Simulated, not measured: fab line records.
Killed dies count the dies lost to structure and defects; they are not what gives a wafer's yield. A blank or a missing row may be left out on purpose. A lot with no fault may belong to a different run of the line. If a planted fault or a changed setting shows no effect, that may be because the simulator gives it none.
Which tool did it? | flow n5Finfet | Sampling: 9 lots, 27 wafers, 6 of 1938 route steps

## WHAT THE GAUGES SHOWED, per wafer
N5_SDB_CD_MEAS_11: target cd 50 nm.
lot  | measured    | on       | cdNm (nm)
L940 | day 4 01:36 | cdSem-01 | 50.7 49.1 51.3
L941 | day 4 07:28 | cdSem-01 | 50.1 49.4 49.9
L946 | day 5 12:25 | cdSem-03 | 50.5 50.6 50.3
L949 | day 6 05:49 | cdSem-02 | 50.0 50.9 50.0
L955 | day 7 16:52 | cdSem-02 | 41.5 42.1 41.4
L956 | day 8 01:14 | cdSem-02 | 44.9 44.7 44.8
L959 | day 8 23:33 | cdSem-02 | 52.5 50.5 51.6
L960 | day 9 05:19 | cdSem-02 | 48.7 49.7 49.6
L961 | day 9 17:14 | cdSem-03 | 50.1 50.2 50.0

N5_BEOL_M4_RC_MEAS_101.
lot  | measured     | on        | DIBL_N (mV/V)  | DIBL_P (mV/V)  | IOFF_N (nA/um)    | IOFF_P (nA/um)    | ION_N (uA/um) | ION_P (uA/um) | SS_N (mV/dec)  | SS_P (mV/dec)  | VT_N (mV)         | VT_P (mV)
L940 | day 9 06:21  | prober-01 | 39.7 37.9 37.8 | 38.0 35.7 35.3 | 0.211 0.180 0.174 | 0.267 0.226 0.220 | 692 686 674   | 469 469 463   | 72.4 71.0 71.6 | 74.2 73.1 72.9 | 244.7 245.5 247.3 | -246 -248 -249
L941 | day 9 04:13  | prober-02 | 35.3 34.1 34.1 | 33.7 32.7 33.6 | 0.136 0.125 0.129 | 0.182 0.170 0.179 | 658 659 668   | 455 458 458   | 70.3 70.5 70.8 | 73.0 72.9 72.8 | 255.9 253.4 253.7 | -250 -250 -251
L946 | day 10 17:10 | prober-01 | 36.8 36.2 35.3 | 37.2 36.7 35.4 | 0.144 0.149 0.128 | 0.192 0.185 0.163 | 676 678 675   | 460 460 452   | 71.5 71.3 71.1 | 73.0 73.2 72.7 | 251.5 251.0 253.6 | -252 -256 -255
L949 | day 12 19:20 | prober-01 | 34.9 36.6 34.6 | 34.7 36.5 34.2 | 0.144 0.170 0.131 | 0.182 0.208 0.178 | 674 669 665   | 460 458 461   | 71.2 71.6 70.7 | 72.9 73.3 72.7 | 250.8 247.6 249.1 | -253 -249 -251
L955 | day 14 05:10 | prober-01 | 36.7 36.8 35.3 | 35.2 37.2 35.2 | 0.151 0.157 0.133 | 0.167 0.193 0.169 | 675 674 665   | 448 460 453   | 72.3 71.7 71.6 | 73.0 73.3 72.5 | 250.5 248.2 251.8 | -255 -254 -252
L956 | day 14 22:52 | prober-02 | 35.9 37.9 36.3 | 35.8 39.4 36.2 | 0.145 0.187 0.144 | 0.185 0.237 0.190 | 671 676 673   | 463 460 460   | 70.8 71.9 71.6 | 72.9 74.0 73.7 | 248.9 245.3 253.4 | -254 -249 -252
L959 | day 14 22:31 | prober-01 | 39.3 37.9 37.2 | 37.6 37.0 36.2 | 0.193 0.165 0.149 | 0.207 0.200 0.180 | 689 679 672   | 461 466 456   | 71.7 71.7 71.6 | 74.3 73.7 73.5 | 245.8 249.2 252.1 | -252 -253 -255
L960 | day 15 15:37 | prober-01 | 37.1 37.7 36.9 | 39.1 38.4 38.3 | 0.171 0.176 0.168 | 0.247 0.233 0.222 | 674 675 678   | 463 465 466   | 72.1 72.4 71.7 | 73.3 73.7 73.8 | 249.8 250.0 252.3 | -248 -248 -251
L961 | day 15 22:28 | prober-01 | 38.3 37.2 37.2 | 39.0 36.4 36.5 | 0.231 0.193 0.188 | 0.281 0.235 0.234 | 704 689 690   | 477 468 468   | 71.8 71.3 71.6 | 74.7 74.4 73.3 | 242.5 245.3 245.2 | -245 -249 -250

## WHICH TOOL RAN EACH LOT (tool, then ch and the chambers of the sampled wafers, then the start)
lot  | N5_SD_EPI_P_ETCH_37              | N5_SD_EPI_P_SD_RECESS_17       | N5_SDB_EXPOSE_08                 | N5_SDB_CUT_ETCH_26
L940 | rieDiel-02 ch 0,1,3, day 3 14:16 | rieSi-01 ch 0,1, day 3 14:52   | arfiScanner-03 ch 0, day 4 01:29 | rieSi-05 ch 1,2, day 4 02:57
L941 | rieDiel-03 ch 0,1,3, day 3 19:10 | rieSi-01 ch 0,2,3, day 3 19:45 | arfiScanner-02 ch 0, day 4 07:20 | rieSi-04 ch 1,2,3, day 4 08:10
L946 | rieDiel-03 ch 2,3, day 5 00:22   | rieSi-01 ch 0,1,3, day 5 00:57 | arfiScanner-01 ch 0, day 5 12:17 | rieSi-02 ch 0,1,3, day 5 13:09
L949 | rieDiel-02 ch 2,3, day 5 18:32   | rieSi-06 ch 1,2,3, day 5 19:07 | arfiScanner-01 ch 0, day 6 05:42 | rieSi-04 ch 1,3, day 6 06:31
L955 | rieDiel-03 ch 1,3, day 7 05:40   | rieSi-06 ch 2,3, day 7 06:16   | arfiScanner-01 ch 0, day 7 16:45 | rieSi-05 ch 0,1,2, day 7 17:49
L956 | rieDiel-02 ch 0,1, day 7 12:27   | rieSi-03 ch 0,1,3, day 7 13:02 | arfiScanner-01 ch 0, day 8 01:07 | rieSi-02 ch 1,3, day 8 02:02
L959 | rieDiel-02 ch 0,2,3, day 8 11:55 | rieSi-03 ch 0,2,3, day 8 12:31 | arfiScanner-03 ch 0, day 8 23:25 | rieSi-04 ch 1,2,3, day 9 07:40
L960 | rieDiel-02 ch 0,2,3, day 8 18:02 | rieSi-01 ch 0,1,2, day 8 18:37 | arfiScanner-03 ch 0, day 9 05:13 | rieSi-05 ch 0,1,3, day 9 07:55
L961 | rieDiel-02 ch 1,3, day 8 21:36   | rieSi-01 ch 1,2,3, day 8 22:12 | arfiScanner-03 ch 0, day 9 17:07 | rieSi-05 ch 2,3, day 9 17:56
- N5_SD_EPI_P_ETCH_37: etches SOC in N2/H2, overetch 108 nm, time 486 s.
- N5_SD_EPI_P_SD_RECESS_17: chemistry HBr/Cl2/O2, target depth 39.1 nm, bt time 3 s.
- N5_SDB_EXPOSE_08: exposes mask SDB.
- N5_SDB_CUT_ETCH_26: etches Si in HBr/Cl2/O2, target depth 129.6 nm, bt time 20 s, time 51.8 s.

## AS READ BY THE TOOLS THEMSELVES (means over the sampled wafers that have a number; for cases with no such wafer, the mark the record gives instead)
N5_SD_EPI_P_ETCH_37.
lot  | tool       | drypumpMotorCurrentA (A) | oesProductAu (a.u.) | rfVppV (V) | showerheadPlenumPTorr (Torr) | throttleValvePct (%)
L940 | rieDiel-02 | 5.9                      | 0.67                | 241.0      | 2.53                         | 24.00
L941 | rieDiel-03 | 5.4                      | 0.70                | 240.4      | 2.51                         | 23.80
L946 | rieDiel-03 | 5.5                      | 0.62                | 239.2      | 2.40                         | 23.89
L949 | rieDiel-02 | 5.9                      | 0.71                | 240.0      | 2.53                         | 23.92
L955 | rieDiel-03 | 5.7                      | 0.78                | 241.6      | 2.69                         | 23.75
L956 | rieDiel-02 | 6.1                      | 0.83                | 240.6      | 2.56                         | 23.73
L959 | rieDiel-02 | 5.8                      | 0.74                | 241.2      | 2.53                         | 23.79
L960 | rieDiel-02 | 5.8                      | 0.73                | 239.9      | 2.53                         | 23.80
L961 | rieDiel-02 | 6.1                      | 0.77                | 240.5      | 2.55                         | 23.89

N5_SD_EPI_P_SD_RECESS_17.
lot  | tool     | drypumpMotorCurrentA (A) | oesProductAu (a.u.) | throttleValvePct (%)
L940 | rieSi-01 | 6.1                      | 0.994               | 36.92
L941 | rieSi-01 | 6.2                      | 1.006               | 37.09
L946 | rieSi-01 | 6.0                      | 1.002               | 37.04
L949 | rieSi-06 | 5.6                      | 1.005               | 37.06
L955 | rieSi-06 | 5.3                      | 1.003               | 36.82
L956 | rieSi-03 | 5.7                      | 0.994               | 36.98
L959 | rieSi-03 | 5.4                      | 0.985               | 36.88
L960 | rieSi-01 | 6.2                      | 1.000               | 36.97
L961 | rieSi-01 | 6.2                      | 0.987               | 36.83

N5_SDB_EXPOSE_08.
lot  | tool           | exposureDoseMJCm2
L940 | arfiScanner-03 | 49.51
L941 | arfiScanner-02 | 49.62
L946 | arfiScanner-01 | 49.56
L949 | arfiScanner-01 | 49.62
L955 | arfiScanner-01 | 45.98
L956 | arfiScanner-01 | 46.73
L959 | arfiScanner-03 | 49.48
L960 | arfiScanner-03 | 49.54
L961 | arfiScanner-03 | 49.55

N5_SDB_CUT_ETCH_26.
lot  | tool     | drypumpMotorCurrentA (A) | oesProductAu (a.u.) | throttleValvePct (%)
L940 | rieSi-05 | 5.8                      | 1.024               | 36.98
L941 | rieSi-04 | 6.1                      | 1.001               | 37.14
L946 | rieSi-02 | 5.9                      | 1.003               | 37.29
L949 | rieSi-04 | 6.2                      | 1.002               | 37.03
L955 | rieSi-05 | 6.2                      | 1.020               | 37.09
L956 | rieSi-02 | 5.8                      | 0.999               | 37.35
L959 | rieSi-04 | 6.1                      | 1.003               | 37.13
L960 | rieSi-05 | 5.9                      | 1.027               | 36.89
L961 | rieSi-05 | 5.9                      | 1.019               | 36.99

## THE ANSWER, worked out from the rows above alone
Rule: the usual values come from the lots themselves. The widest of any qualifying gaps counts: lots, ordered by their means at a reading, are off when they make up no more than a third of the lots, leave a main group of 4 or more, and stand apart from it by 3 or more times the standard deviation of that group's means. A main group whose means are all the same, to the digits that the tables above print for the reading, isn't used. Also off: a lot with no number at a reading for which 4 or more lots have one. Any other lot the step has rows for is counted as sound. Order of review: gauges by route order, followed by the tools' own readings, for which a lot's mean as printed above is used. At the first step where some lot is off, the reading lying furthest off is the one used; lots without a number count as furthest.
Off: L955, L956, at N5_SDB_CD_MEAS_11 (cdNm). The main group has a mean of 50.3 nm with a standard deviation of 0.63.
If a tool, at a process step before that reading, ran all the lots that are off and no sound lot after the first of them, it fits. Not tried: the gauges at N5_SDB_CD_MEAS_11; whatever is off there is also off at N5_SDB_EXPOSE_08, on other tools, and gauge error can't account for it. One fits: arfiScanner-01 at N5_SDB_EXPOSE_08. Its last sound lot is L949 (day 6 05:42), its first lot that is off L955 (day 7 16:45): a fault that began between those two fits.
On the lots that are off, the tool's own readings at N5_SDB_EXPOSE_08 differ by more than 5 times the standard deviation of the sound lots' means, which bears it out; exposureDoseMJCm2 reads 46.35 there versus 49.55 on the sound lots.

## WHAT HAD BEEN PUT IN BY THE SIMULATOR
Drift in process parameters on arfiScanner-01 at N5_SDB_EXPOSE_08, starting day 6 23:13. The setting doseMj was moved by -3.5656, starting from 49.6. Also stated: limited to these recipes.
Lots struck among those shown: L955, L956. Same finding as the rule above.
